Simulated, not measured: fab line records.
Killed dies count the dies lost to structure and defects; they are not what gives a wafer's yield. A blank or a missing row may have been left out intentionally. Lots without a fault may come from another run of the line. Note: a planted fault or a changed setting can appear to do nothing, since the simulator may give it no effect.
Matching of chambers    flow nandHarc    4 sister chambers for NHARC_A_STAIRCASE_CMP_472 on cmp-03
The step polishes SiO2. 20 wafers are shown with their chamber, then 10 later ones without.

WAFERS WITH THEIR CHAMBER
wafer   chamber  motorCurrentA (A)
L074.3  1        11.5
L074.4  3        13.4
L074.5  2        10.8
L079.1  3        12.6
L079.3  0        10.6
L079.4  1        11.7
L080.1  1        12.2
L080.2  0        10.1
L080.4  3        14.1
L084.2  0        10.0
L084.3  1        11.8
L084.5  2        11.2
L087.1  2        11.3
L087.4  1        11.7
L087.5  2        11.2
L089.4  1        11.4
L089.5  3        13.2
L089.6  0        10.8
L091.1  3        14.3
L091.5  3        13.5

SIGNATURES (averages over the wafers above)
reading        chamber 0  chamber 1  chamber 2  chamber 3  scatter within a chamber
motorCurrentA  10.375     11.717     11.125     13.517     0.425
Rule: for each reading, subtract the chamber's mean from the wafer's reading, divide by that reading's scatter and square the result; add these up over the readings and take the root, which gives the wafer's distance from the chamber. If the next closest chamber is less than 2 further off than the closest, the wafer can't be placed; otherwise it belongs to the closest. The scatter: take each reading less its chamber's mean, square it, sum over the shown wafers, divide by the number of wafers less the number of chambers, and take the root.

WAFERS MISSING THEIR CHAMBER
wafer   motorCurrentA (A)
L091.6  10.5
L090.1  10.3
L090.3  12.1
L090.5  11.2
L092.2  10.5
L092.5  11.8
L092.6  10.3
L095.1  12.1
L095.2  11.2
L095.4  11.0

THE CHAMBER EACH PASSED THROUGH
wafer   from the rows above           in truth
L091.6  can't be placed: 0 or 2       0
L090.1  can't be placed: 0 or 2       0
L090.3  can't be placed: 1 or 2       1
L090.5  can't be placed: 2 or 1 or 0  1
L092.2  can't be placed: 0 or 2       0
L092.5  can't be placed: 1 or 2       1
L092.6  can't be placed: 0 or 2       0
L095.1  can't be placed: 1 or 2       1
L095.2  can't be placed: 2 or 1 or 0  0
L095.4  can't be placed: 2 or 0 or 1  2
0 of 10 placed correctly. These rows do not allow placing 10 (true chamber among the candidates in 10). Placed wrongly: 0.
